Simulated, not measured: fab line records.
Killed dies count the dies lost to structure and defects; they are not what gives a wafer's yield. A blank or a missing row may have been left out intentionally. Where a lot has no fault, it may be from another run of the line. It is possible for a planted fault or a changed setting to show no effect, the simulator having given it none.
fab line records | flow n5-finfet
[record] lots = 11 wafers = 33 last-day = 18
route steps=1938 shown BEOL_M4@1091 BEOL_M5@1120 PASSIVATION@1936
lots that met no fault: from a run of the same line without faults
start-h: the number of hours between the record's first day and the start of the first shown wafer of the lot | wait-h: how many hours have passed since the lot's step before this one | " the same as in the row above | L1.1+2: a row that stands for several wafers | - no value, or no start given | * or withheld: withheld | < > ~ a bound
route shown NAME@n: names a module that has steps shown in the file, with the first one's number in the route | usual: the fault-free wafers' mean and standard deviation | same: alike in all rows | chamber/n: place in a boat | sites: readings site by site | _std_site: their standard deviation | _edge_site: inner sites' mean taken away from outer sites' mean | radius-mm: for every site, how far away it sits from the centre of the wafer | mask NAME#n: copy n | behind: the tool/chamber that last shaped the wafer | hold: why the lot was held/for how many hours/how that ended | device: the n, p or np transistor that did not switch | end of line: tests run on the same wafers once the route is complete | a step with no rows: only its recipe | killed: not the wafer's yield, but the dies lost to structure and defects at the first sort | map: per-die view of a wafer (x killed, . not killed, _ where there is no die)
set.NAME: the run value of the setting; set.NAME@STEP: its run value at that earlier step | model.NAME: the simulator's own value behind a step, which no gauge read
route steps across a sampled set of lots; one table per step, one row per wafer
services: the hour from which a tool's chamber was out of use, counted from the record's first day as start-h (under 0 if before that day), plus the number of hours and why
[[steps]]
[step N5_BEOL_M4_ANNEAL_87]
[recipe] temp-c = 400 time-s = 240 ambient = vacuum
[usual] heater-power-w = 788/87
// columns lot.wafer tool chamber start-h wait-h heater-power-w
L960.2 pvd-sputter-01 - 170.61 0.0 712
L960.3 " - " " 894
L960.5 " - " " 710
L961.1 pvd-sputter-01 - 173.37 0.0 868
L961.5 " - " " 891
L961.6 " - " " 884
L962.1 pvd-sputter-03 - 177.53 0.0 797
L962.3 " - " " 760
L962.5 " - " " 821
L963.2 pvd-sputter-03 - 179.37 0.0 804
L963.5 " - " " 703
L963.6 " - " " 694
L964.3 pvd-sputter-01 - 194.83 0.0 908
L964.5 " - " " 713
L964.6 " - " " 739
L965.2 pvd-sputter-03 - 198.26 0.0 717
L965.5 " - " " 704
L965.6 " - " " 725
L972.1 pvd-sputter-03 - 244.86 0.0 715
L972.5 " - " " 713
L972.6 " - " " 801
L973.2 pvd-sputter-03 - 251.42 0.0 717
L973.3 " - " " 677
L973.5 " - " " 776
L978.1 pvd-sputter-03 - 284.00 0.0 795
L978.2 " - " " 723
L978.3 " - " " 769
L979.1 pvd-sputter-02 - 315.15 0.0 754
L979.4 " - " " 1040
L979.5 " - " " 1008
L982.2 pvd-sputter-03 - 320.71 0.0 716
L982.3 " - " " 772
L982.6 " - " " 695
[step N5_BEOL_M4_SPUTTER_92]
[recipe] material = Cu target-thk-a = 45 temp-c = -20 chamber-pressure-pa = 0.07 power-w = withheld time-s = 8.29
[usual] throttle-valve-pct = 30.3/1
// columns lot.wafer tool chamber start-h wait-h throttle-valve-pct
L960.2 pvd-sputter-01 - 171.19 0.1 30.4
L960.3 " - " " 31.6
L960.5 " - " " 30.2
L961.1 pvd-sputter-01 - 173.95 0.1 31.7
L961.5 " - " " 31.9
L961.6 " - " " 30.8
L962.1 pvd-sputter-03 - 178.11 0.1 30.3
L962.3 " - " " 29.2
L962.5 " - " " 30.2
L963.2 pvd-sputter-03 - 179.95 0.1 29.5
L963.5 " - " " 29.2
L963.6 " - " " 32.1
L964.3 pvd-sputter-01 - 195.41 0.1 31.0
L964.5 " - " " 30.9
L964.6 " - " " 30.1
L965.2 pvd-sputter-03 - 198.84 0.1 31.6
L965.5 " - " " 32.1
L965.6 " - " " 29.5
L972.1 pvd-sputter-03 - 245.44 0.1 29.4
L972.5 " - " " 32.2
L972.6 " - " " 29.9
L973.2 pvd-sputter-03 - 252.00 0.1 29.5
L973.3 " - " " 31.8
L973.5 " - " " 29.4
L978.1 pvd-sputter-03 - 284.58 0.1 30.3
L978.2 " - " " 29.6
L978.3 " - " " 29.3
L979.1 pvd-sputter-02 - 315.73 0.1 29.5
L979.4 " - " " 29.4
L979.5 " - " " 29.1
L982.2 pvd-sputter-03 - 321.29 0.1 31.9
L982.3 " - " " 29.2
L982.6 " - " " 29.2
[step N5_BEOL_M5_COAT_05]
[recipe] resist = CAR-EUV spin-rpm = 1500 resist-thk-nm = 30
[usual] spin-speed-rpm = 1499.9/0.95
// columns lot.wafer tool chamber start-h wait-h spin-speed-rpm
L960.2 litho-track-05 0 175.44 - 1498.3
L960.3 " 0 " " 1499.1
L960.5 " 0 " " 1498.8
L961.1 litho-track-04 0 178.79 - 1501.1
L961.5 " 0 " " 1500.8
L961.6 " 0 " " 1500.3
L962.1 litho-track-04 0 181.45 - 1499.4
L962.3 " 0 " " 1499.9
L962.5 " 0 " " 1499.2
L963.2 litho-track-02 0 185.61 - 1500.3
L963.5 " 0 " " 1499.5
L963.6 " 0 " " 1501.6
L964.3 litho-track-05 0 200.09 - 1497.2
L964.5 " 0 " " 1499.2
L964.6 " 0 " " 1499.1
L965.2 litho-track-05 0 202.94 - 1499.8
L965.5 " 0 " " 1499.4
L965.6 " 0 " " 1500.7
L972.1 litho-track-05 0 249.53 - 1588.6
L972.5 " 0 " " 1589.7
L972.6 " 0 " " 1589.5
L973.2 litho-track-05 0 257.42 - 1589.5
L973.3 " 0 " " 1590.1
L973.5 " 0 " " 1591.0
L978.1 litho-track-02 0 287.94 - 1498.6
L978.2 " 0 " " 1500.9
L978.3 " 0 " " 1499.2
L979.1 litho-track-04 0 319.38 - 1499.2
L979.4 " 0 " " 1497.9
L979.5 " 0 " " 1499.1
L982.2 litho-track-04 0 325.48 - 1500.6
L982.3 " 0 " " 1500.1
L982.6 " 0 " " 1499.8
[step N5_BEOL_M5_DESCUM_16]
[recipe] chemistry = O2 time-s = 7 source-power-w = 50 bias-power-w = 20 pressure-mtorr = 20 rf-frequency-hz = 2.712e+07 temp-c = 40 resist = CAR-EUV o2-flow-sccm = 225
[usual] drypump-motor-current-A = 5.6/0.47 oes-product-au = 0.77/0.09 rf-vpp-V = 243.2/1.3 showerhead-plenum-p-Torr = 2.10/0.059 temp-c = 39.99/0.11 throttle-valve-pct = 20.54/0.23
// columns lot.wafer tool chamber start-h wait-h drypump-motor-current-A oes-product-au rf-hours-counter-h rf-vpp-V showerhead-plenum-p-Torr temp-c throttle-valve-pct
L960.2 rie-diel-05 2 175.82 0.0 5.2 0.71 176 242.6 2.10 40.14 20.43
L960.3 " 1 " " 5.6 0.71 189 244.0 2.08 40.12 20.57
L960.5 " 3 " " 5.8 0.74 - 243.1 2.09 40.00 20.50
L961.1 rie-diel-03 3 179.30 0.0 5.6 0.77 159 244.8 2.19 40.02 20.79
L961.5 " 3 " " 5.6 0.76 - 244.5 2.19 39.90 20.81
L961.6 " 0 " " 5.5 0.86 - 243.0 2.04 39.93 20.47
L962.1 rie-diel-04 3 181.84 0.0 5.0 0.69 236 243.5 2.07 39.92 20.71
L962.3 " 1 " " 5.5 0.79 112 243.0 2.11 39.91 20.76
L962.5 " 0 " " 6.2 0.74 - 244.3 2.08 40.13 20.49
L963.2 rie-diel-04 3 186.12 0.0 5.0 0.69 237 240.3 2.07 39.88 20.70
L963.5 " 1 " " 5.6 0.79 - 242.0 2.11 39.93 20.76
L963.6 " 2 " " 6.5 0.69 - 242.3 1.98 39.98 20.41
L964.3 rie-diel-04 0 200.82 0.3 6.1 0.73 192 242.0 2.08 40.29 20.51
L964.5 " 0 " " 6.1 0.73 - 241.1 2.08 40.06 20.50
L964.6 " 1 " " 5.5 0.78 - 241.9 2.11 39.94 20.76
L965.2 rie-diel-04 0 203.44 0.0 6.1 0.73 193 243.3 2.08 40.06 20.50
L965.5 " 2 " " 6.6 0.68 - 242.7 1.97 40.07 20.42
L965.6 " 3 " " 5.0 0.69 - 242.9 2.07 39.96 20.70
L972.1 rie-diel-03 1 249.92 0.0 5.1 0.75 171 244.0 2.11 39.77 20.67
L972.5 " 3 " " 5.6 0.75 - 245.0 2.18 40.03 20.85
L972.6 " 0 " " 5.5 0.84 - 242.2 2.04 40.21 20.48
L973.2 rie-diel-03 2 257.80 0.0 5.1 0.95 16 244.1 2.14 40.00 20.07
L973.3 " 1 " " 5.1 0.76 174 243.0 2.11 40.14 20.69
L973.5 " 3 " " 5.6 0.75 - 246.0 2.18 39.88 20.83
L978.1 rie-diel-03 0 288.49 0.1 5.5 0.83 88 242.6 2.03 39.96 20.51
L978.2 " 2 " " 5.1 0.92 23 243.9 2.13 39.99 20.09
L978.3 " 3 " " 5.6 0.74 190 244.4 2.17 39.79 20.84
L979.1 rie-diel-05 0 319.89 0.0 5.8 0.69 231 243.4 2.18 40.08 20.79
L979.4 " 2 " " 5.3 0.70 220 241.6 2.08 40.09 20.49
L979.5 " 1 " " 5.6 0.69 - 242.8 2.07 40.03 20.62
L982.2 rie-diel-04 3 325.86 0.0 4.9 0.92 15 243.5 2.06 39.84 20.40
L982.3 " 2 " " 6.5 0.91 19 245.0 2.23 39.95 20.01
L982.6 " 3 " " 5.0 0.93 - 242.1 2.06 39.92 20.39
[step N5_PASSIVATION_PROBE_49]
[usual] defect-limited-yield = 91.4/1.3 killed_at_M0_to_M3 = 34/10 killed_at_M4_up = 14/5.6 killed-at-contacts = 13/5.9 killed-at-front-end = 37/9.9 killed-at-other = 3.5/2.8 killed-dies = 101/15 killed-on-rim = 13/3.9 killed-open = 67/12 killed-short = 32/6.6 sort_bin_5_function = 5.0/0.81 sort_bin_6_memory = 3.2/0.66 sort_bin_8_speed = 0.00/0.007 sort-n-pass = 1079/15 sort-yield-pct = 91.4/1.3
[same] gross-dies = 1180 killed-at-back-side = 0 sort_bin_4_leakage[%] = 0
// columns lot.wafer tool chamber start-h wait-h defect-limited-yield[%] killed_at_M0_to_M3 killed_at_M4_up killed-at-contacts killed-at-front-end killed-at-other killed-dies killed-on-rim killed-open killed-short sort_bin_5_function[%] sort_bin_6_memory[%] sort_bin_8_speed[%] sort-n-pass sort-yield-pct[%]
L962.1 prober-01 - 287.90 0.0 92.3 24 15 14 30 8 91 9 56 34 4.7 2.6 0 1089 92.3
L962.3 prober-01 - 288.00 0.1 89.7 46 12 32 30 2 122 20 87 35 4.9 4.7 0 1058 89.7
L962.5 prober-01 - 288.10 0.2 91.5 31 11 22 30 6 100 11 71 28 5.5 2.7 0 1080 91.5
L963.2 prober-02 - 288.47 0.1 92.5 39 12 8 26 3 88 16 59 28 4.0 3.2 0 1092 92.5
L963.5 prober-02 - 288.62 0.2 92.6 33 22 4 26 2 87 13 61 23 4.4 2.5 0 1093 92.6
L963.6 prober-02 - 288.67 0.3 92.4 34 14 8 30 4 90 16 55 34 4.3 3.2 0 1090 92.4
L961.1 prober-02 - 289.88 0.0 91.3 29 14 17 36 7 103 10 73 26 5.1 3.2 0 1077 91.3
L961.5 prober-02 - 290.08 0.2 92.1 33 11 17 30 2 93 11 64 29 4.8 2.6 0 1087 92.1
L961.6 prober-02 - 290.13 0.3 92.1 35 3 16 35 4 93 16 55 38 4.7 2.9 0 1087 92.1
L960.2 prober-01 - 289.92 0.1 90.5 38 3 19 52 0 112 13 80 31 5.8 3.4 0.08 1067 90.4
L960.3 prober-01 - 289.97 0.1 90.8 34 13 6 55 1 109 13 69 39 5.3 3.7 0 1071 90.8
L960.5 prober-01 - 290.07 0.2 90.0 28 13 23 50 4 118 15 73 43 5.6 3.9 0 1062 90.0
L964.3 prober-02 - 308.74 0.1 91.7 29 11 19 35 4 98 13 65 32 5.1 2.8 0 1082 91.7
L964.5 prober-02 - 308.84 0.2 91.9 38 14 11 31 2 96 10 68 28 4.8 3.1 0 1084 91.9
L964.6 prober-02 - 308.89 0.3 90.8 42 15 11 41 0 109 11 81 28 6.4 2.5 0 1071 90.8
L965.2 prober-01 - 311.72 0.1 92.3 39 25 7 18 2 91 15 66 25 5.3 2.3 0 1089 92.3
L965.5 prober-01 - 311.87 0.2 92.0 35 21 10 28 0 94 10 70 24 5.1 2.9 0 1086 92.0
L965.6 prober-01 - 311.92 0.3 92.0 35 20 10 27 2 94 15 63 28 4.4 3.1 0 1086 92.0
L972.1 prober-01 - 352.87 0.0 91.3 35 16 16 33 3 103 16 72 28 5.6 2.7 0 1077 91.3
L972.5 prober-01 - 353.07 0.2 92.0 18 35 6 33 2 94 13 65 29 5.1 2.5 0 1086 92.0
L972.6 prober-01 - 353.12 0.3 92.0 13 17 7 54 3 94 11 66 27 4.1 3.6 0 1086 92.0
L973.2 prober-02 - 359.23 0.1 93.7 18 13 22 16 5 74 7 42 32 3.4 2.7 0 1106 93.7
L973.3 prober-02 - 359.28 0.1 92.3 19 10 36 22 4 91 16 62 29 4.9 2.6 0 1089 92.3
L973.5 prober-02 - 359.38 0.2 90.8 29 10 25 44 0 108 18 66 42 5.4 3.6 0 1072 90.8
L978.1 prober-01 - 395.85 0.0 93.6 26 12 4 25 9 76 16 45 29 4.0 2.0 0 1104 93.6
L978.2 prober-01 - 395.90 0.1 92.2 37 14 5 32 4 92 4 60 32 4.8 2.9 0 1088 92.2
L978.3 prober-01 - 395.95 0.1 91.2 40 4 17 39 4 104 14 58 45 5.2 3.5 0 1076 91.2
L979.1 prober-02 - 418.65 0.6 89.9 29 20 19 47 4 119 15 81 36 6.0 3.6 0 1061 89.9
L979.4 prober-02 - 418.80 0.7 93.5 26 15 10 20 6 77 5 42 34 4.2 2.2 0 1103 93.5
L979.5 prober-02 - 418.85 0.8 90.4 37 23 13 38 2 113 16 82 28 5.8 3.5 0 1067 90.4
L982.2 prober-02 - 423.61 0.1 90.8 44 10 9 42 4 109 9 72 37 5.7 3.3 0 1071 90.8
L982.3 prober-02 - 423.66 0.1 91.2 26 15 15 43 5 104 16 68 35 4.8 3.7 0 1076 91.2
L982.6 prober-02 - 423.81 0.3 92.1 39 19 10 24 1 93 8 55 38 4.7 3.1 0 1087 92.1
// killed by level:class
L962.1 MOL_CONTACT_COAG:geometric-particle:open=11 BEOL_M0_SAQP:geometric-particle:open=9 STARTING-WAFER:geometric-particle:short=6 BEOL_M0_SAQP:geometric-particle:short=5 BEOL_M3:geometric-particle:open=5 DUMMY_GATE:geometric-particle:open=4 BEOL_M6:geometric-particle:open=4 PASS1_CAP:geometric-particle:short=4
L962.3 MOL_CONTACT_COAG:geometric-particle:open=24 BEOL_M3:geometric-particle:open=14 FIN_SAQP:geometric-particle:short=10 BEOL_M0_SAQP:geometric-particle:open=10 MOL_CONTACT_COAG:geometric-particle:short=8 BEOL_M2:geometric-particle:open=8 GATE_CUT:geometric-particle:open=5 BEOL_M0_SAQP:geometric-particle:short=5
L962.5 MOL_CONTACT_COAG:geometric-particle:open=18 BEOL_M2:geometric-particle:open=11 BEOL_M3:geometric-particle:open=7 BEOL_M0_SAQP:geometric-particle:open=6 BEOL_M0_SAQP:geometric-particle:short=5 FIN_SAQP:geometric-particle:open=4 FIN_SAQP:geometric-particle:short=4 STI_FIN_REVEAL:geometric-particle:short=4
L963.2 BEOL_M2:geometric-particle:open=9 STI_FIN_REVEAL:geometric-particle:open=8 MOL_CONTACT_COAG:geometric-particle:open=8 BEOL_M0_SAQP:geometric-particle:open=6 GATE_CUT:geometric-particle:short=5 BEOL_M0_SAQP:geometric-particle:short=5 BEOL_M0:geometric-particle:open=5 BEOL_M1:geometric-particle:open=4
L963.5 BEOL_M2:geometric-particle:open=12 BEOL_M4:geometric-particle:open=10 GATE_CUT:geometric-particle:short=6 BEOL_M0_SAQP:geometric-particle:open=6 STI_FIN_REVEAL:geometric-particle:open=4 BEOL_M1:geometric-particle:open=4 FIN_SAQP:geometric-particle:open=3 GATE_CUT:geometric-particle:open=3
L963.6 MOL_CONTACT_COAG:geometric-particle:open=7 FIN_SAQP:geometric-particle:short=6 BEOL_M0_SAQP:geometric-particle:short=6 STI_FIN_REVEAL:geometric-particle:open=5 BEOL_M0_SAQP:geometric-particle:open=5 BEOL_M2:geometric-particle:open=5 BEOL_M4:geometric-particle:open=5 BEOL_M1:geometric-particle:short=4
L961.1 MOL_CONTACT_COAG:geometric-particle:open=15 BEOL_M1:geometric-particle:open=11 STI_FIN_REVEAL:geometric-particle:open=10 BEOL_M3:geometric-particle:open=8 BEOL_M4:geometric-particle:open=8 GATE_CUT:geometric-particle:short=5 BEOL_M0_SAQP:geometric-particle:open=5 GATE_CUT:geometric-particle:open=4
L960.2 FIN_SAQP:geometric-particle:open=16 MOL_CONTACT_COAG:geometric-particle:open=14 BEOL_M0_SAQP:geometric-particle:open=11 STI_FIN_REVEAL:geometric-particle:open=7 BEOL_M0_SAQP:geometric-particle:short=7 BEOL_M3:geometric-particle:open=7 FIN_SAQP:geometric-particle:short=6 DUMMY_GATE:geometric-particle:open=5
L960.3 FIN_SAQP:geometric-particle:open=14 STI_FIN_REVEAL:geometric-particle:open=13 BEOL_M0_SAQP:geometric-particle:open=8 BEOL_M4:geometric-particle:open=7 BEOL_M0:geometric-particle:short=7 FIN_SAQP:geometric-particle:short=6 MOL_CONTACT_COAG:geometric-particle:open=6 STARTING-WAFER:geometric-particle:short=6
L960.5 MOL_CONTACT_COAG:geometric-particle:open=16 DUMMY_GATE:geometric-particle:open=12 GATE_CUT:geometric-particle:open=8 BEOL_M0_SAQP:geometric-particle:open=8 BEOL_M4:geometric-particle:open=8 BEOL_M0_SAQP:geometric-particle:short=7 MOL_CONTACT_COAG:geometric-particle:short=7 BEOL_M1:geometric-particle:open=6
L961.5 MOL_CONTACT_COAG:geometric-particle:open=16 BEOL_M3:geometric-particle:open=9 BEOL_M1:geometric-particle:open=7 DUMMY_GATE:geometric-particle:open=6 STI_FIN_REVEAL:geometric-particle:open=5 GATE_CUT:geometric-particle:short=5 BEOL_M4:geometric-particle:open=5 FIN_SAQP:geometric-particle:short=4
L961.6 MOL_CONTACT_COAG:geometric-particle:open=11 FIN_SAQP:geometric-particle:short=10 BEOL_M1:geometric-particle:open=10 BEOL_M0:geometric-particle:open=7 FIN_SAQP:geometric-particle:open=6 GATE_CUT:geometric-particle:open=5 MOL_CONTACT_COAG:geometric-particle:short=5 GATE_CUT:geometric-particle:short=4
L964.3 MOL_CONTACT_COAG:geometric-particle:open=16 FIN_SAQP:geometric-particle:open=10 FIN_SAQP:geometric-particle:short=6 BEOL_M0_SAQP:geometric-particle:open=6 GATE_CUT:geometric-particle:short=5 BEOL_M0_SAQP:geometric-particle:short=5 STI_FIN_REVEAL:geometric-particle:open=4 BEOL_M4:geometric-particle:open=4
L964.5 BEOL_M3:geometric-particle:open=14 MOL_CONTACT_COAG:geometric-particle:open=10 STI_FIN_REVEAL:geometric-particle:open=8 BEOL_M4:geometric-particle:open=8 FIN_SAQP:geometric-particle:open=6 BEOL_M2:geometric-particle:open=6 BEOL_M0_SAQP:geometric-particle:short=4 BEOL_M3:geometric-particle:short=4
L964.6 FIN_SAQP:geometric-particle:open=13 STI_FIN_REVEAL:geometric-particle:open=12 BEOL_M2:geometric-particle:open=12 BEOL_M3:geometric-particle:open=8 MOL_CONTACT_COAG:geometric-particle:open=7 BEOL_M4:geometric-particle:open=6 BEOL_M1:geometric-particle:open=5 BEOL_M3:geometric-particle:short=5
L965.2 BEOL_M0_SAQP:geometric-particle:open=11 BEOL_M4:geometric-particle:open=11 BEOL_M2:geometric-particle:open=9 BEOL_M3:geometric-particle:open=8 BEOL_M5:geometric-particle:open=5 MOL_CONTACT_COAG:geometric-particle:open=5 BEOL_M0_SAQP:geometric-particle:short=4 FIN_SAQP:geometric-particle:open=3
L965.5 BEOL_M3:geometric-particle:open=11 BEOL_M4:geometric-particle:open=11 BEOL_M0_SAQP:geometric-particle:short=9 MOL_CONTACT_COAG:geometric-particle:open=8 BEOL_M2:geometric-particle:open=8 STI_FIN_REVEAL:geometric-particle:open=5 ILD0:geometric-particle:open=4 GATE_CUT:geometric-particle:open=4
L965.6 BEOL_M3:geometric-particle:open=10 MOL_CONTACT_COAG:geometric-particle:open=9 BEOL_M0_SAQP:geometric-particle:open=9 BEOL_M4:geometric-particle:open=9 FIN_SAQP:geometric-particle:open=7 BEOL_M0_SAQP:geometric-particle:short=5 FIN_SAQP:geometric-particle:short=4 BEOL_M2:geometric-particle:open=4
L972.1 MOL_CONTACT_COAG:geometric-particle:open=14 STI_FIN_REVEAL:geometric-particle:open=12 FIN_SAQP:geometric-particle:open=9 BEOL_M2:geometric-particle:open=7 BEOL_M4:geometric-particle:open=7 BEOL_M3:geometric-particle:short=5 BEOL_M1:geometric-particle:open=5 BEOL_M0_SAQP:geometric-particle:short=4
L972.5 BEOL_M4:geometric-particle:open=16 STI_FIN_REVEAL:geometric-particle:open=10 BEOL_M5:geometric-particle:open=9 DUMMY_GATE:geometric-particle:open=7 BEOL_M0_SAQP:geometric-particle:open=7 BEOL_M0_SAQP:geometric-particle:short=6 FIN_SAQP:geometric-particle:short=4 MOL_CONTACT_COAG:geometric-particle:open=4
L972.6 FIN_SAQP:geometric-particle:open=18 STI_FIN_REVEAL:geometric-particle:open=13 FIN_SAQP:geometric-particle:short=8 BEOL_M4:geometric-particle:open=6 BEOL_M1:geometric-particle:open=5 MOL_CONTACT_COAG:geometric-particle:open=4 BEOL_M6:geometric-particle:open=4 DUMMY_GATE:geometric-particle:open=3
L973.2 MOL_CONTACT_COAG:geometric-particle:open=13 MOL_CONTACT_COAG:geometric-particle:short=9 BEOL_M4:geometric-particle:open=6 BEOL_M2:geometric-particle:open=5 FIN_SAQP:geometric-particle:short=4 BEOL_M0_SAQP:geometric-particle:short=4 STI_FIN_REVEAL:geometric-particle:open=3 ILD0:geometric-particle:short=2
L973.3 MOL_CONTACT_COAG:geometric-particle:open=27 MOL_CONTACT_COAG:geometric-particle:short=9 STI_FIN_REVEAL:geometric-particle:open=7 BEOL_M1:geometric-particle:open=7 STARTING-WAFER:geometric-particle:open=4 STI_FIN_REVEAL:geometric-particle:short=3 ILD0:geometric-particle:short=3 BEOL_M0_SAQP:geometric-particle:open=3
L973.5 STI_FIN_REVEAL:geometric-particle:open=17 MOL_CONTACT_COAG:geometric-particle:open=16 FIN_SAQP:geometric-particle:short=9 MOL_CONTACT_COAG:geometric-particle:short=9 BEOL_M2:geometric-particle:open=8 BEOL_M3:geometric-particle:short=8 STI_FIN_REVEAL:geometric-particle:short=7 BEOL_M0_SAQP:geometric-particle:open=5
L978.1 BEOL_M0_SAQP:geometric-particle:short=8 BEOL_M2:geometric-particle:open=8 BEOL_M4:geometric-particle:open=5 FIN_SAQP:geometric-particle:open=4 STI_FIN_REVEAL:geometric-particle:open=3 DUMMY_GATE:geometric-particle:open=3 GATE_CUT:geometric-particle:short=3 GATE_CUT:geometric-particle:open=3
L978.2 BEOL_M0_SAQP:geometric-particle:short=15 FIN_SAQP:geometric-particle:open=10 BEOL_M2:geometric-particle:open=9 BEOL_M4:geometric-particle:open=9 FIN_SAQP:geometric-particle:short=7 STI_FIN_REVEAL:geometric-particle:open=7 BEOL_M0_SAQP:geometric-particle:open=7 MOL_CONTACT_COAG:geometric-particle:open=4
L978.3 BEOL_M0_SAQP:geometric-particle:short=18 MOL_CONTACT_COAG:geometric-particle:open=15 BEOL_M0_SAQP:geometric-particle:open=10 STI_FIN_REVEAL:geometric-particle:open=6 DUMMY_GATE:geometric-particle:open=6 GATE_CUT:geometric-particle:short=6 FIN_SAQP:geometric-particle:short=5 BEOL_M1:geometric-particle:open=4
L979.1 MOL_CONTACT_COAG:geometric-particle:open=15 STI_FIN_REVEAL:geometric-particle:open=14 BEOL_M3:geometric-particle:open=8 BEOL_M0_SAQP:geometric-particle:short=7 FIN_SAQP:geometric-particle:short=5 FIN_SAQP:geometric-particle:open=5 DUMMY_GATE:geometric-particle:open=5 BEOL_M6:geometric-particle:open=5
L979.4 BEOL_M0_SAQP:geometric-particle:short=14 MOL_CONTACT_COAG:geometric-particle:open=8 BEOL_M4:geometric-particle:open=8 STI_FIN_REVEAL:geometric-particle:open=4 BEOL_M0_SAQP:geometric-particle:open=4 BEOL_M2:geometric-particle:open=4 ILD0:geometric-particle:short=3 STARTING-WAFER:geometric-particle:short=3
L979.5 STI_FIN_REVEAL:geometric-particle:open=13 MOL_CONTACT_COAG:geometric-particle:open=11 BEOL_M2:geometric-particle:open=10 BEOL_M3:geometric-particle:open=9 BEOL_M0_SAQP:geometric-particle:open=6 BEOL_M4:geometric-particle:open=6 FIN_SAQP:geometric-particle:open=5 BEOL_M0_SAQP:geometric-particle:short=5
L982.2 FIN_SAQP:geometric-particle:open=14 BEOL_M0_SAQP:geometric-particle:open=12 BEOL_M0_SAQP:geometric-particle:short=10 MOL_CONTACT_COAG:geometric-particle:open=8 BEOL_M1:geometric-particle:open=7 GATE_CUT:geometric-particle:short=5 BEOL_M2:geometric-particle:open=5 BEOL_M3:geometric-particle:open=5
L982.3 MOL_CONTACT_COAG:geometric-particle:open=13 STI_FIN_REVEAL:geometric-particle:open=10 FIN_SAQP:geometric-particle:open=9 DUMMY_GATE:geometric-particle:open=6 BEOL_M0_SAQP:geometric-particle:short=6 FIN_SAQP:geometric-particle:short=4 BEOL_M0_SAQP:geometric-particle:open=4 BEOL_M1:geometric-particle:open=4
L982.6 BEOL_M0_SAQP:geometric-particle:short=11 MOL_CONTACT_COAG:geometric-particle:open=8 BEOL_M3:geometric-particle:open=8 BEOL_M1:geometric-particle:open=6 FIN_SAQP:geometric-particle:open=5 FIN_SAQP:geometric-particle:short=5 GATE_CUT:geometric-particle:short=5 BEOL_M0_SAQP:geometric-particle:open=4
[[services]]
// columns tool chamber start-h hours kind
pvd-sputter-02 - 157.68 14.3 repair
litho-track-02 - 162.88 - consumable-replace:filter
rie-diel-04 3 164.80 1.4 repair
litho-track-02 - 180.38 - consumable-replace:filter
rie-diel-03 2 186.93 - clean
rie-diel-03 2 186.93 - consumable-replace:focus-ring
rie-diel-03 2 186.93 16.4 scheduled-down
rie-diel-03 2 186.93 16.4 vent-cycle
rie-diel-03 1 194.09 2.4 repair
pvd-sputter-02 - 207.32 1.6 repair
rie-diel-04 3 230.43 - clean
rie-diel-04 3 230.43 - consumable-replace:focus-ring
rie-diel-04 3 230.43 24.4 scheduled-down
rie-diel-04 3 230.43 24.4 vent-cycle
rie-diel-03 1 238.76 4.5 repair
rie-diel-04 2 254.91 - clean
rie-diel-04 2 254.91 - consumable-replace:focus-ring
rie-diel-04 2 254.91 - consumable-replace:showerhead
rie-diel-04 2 254.91 16.8 scheduled-down
rie-diel-04 2 254.91 16.8 vent-cycle
rie-diel-04 3 285.00 27.2 repair
litho-track-02 - 319.96 - consumable-replace:filter
rie-diel-04 0 322.48 6.7 repair
[[key]]
[first-sign] step = N5_BEOL_M5_COAT_05 reading = spin-speed-rpm direction = up sigmas = 95 usual = * struck = *
effect none on later readings
met-at N5_BEOL_M5_COAT_05
struck-lots L972,L973
not-acting-at N5_BEOL_M4_ANNEAL_87,N5_BEOL_M4_SPUTTER_92,N5_BEOL_M5_DESCUM_16
onset-between 202.94 249.53
[fault] kind = process-parameter-drift tool = litho-track-05 chamber = - onset-h = 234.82 steps = N5_BEOL_M5_COAT_05 channel = spin-rpm offset = * shape = step end-h = 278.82 acts-in = * stated = *
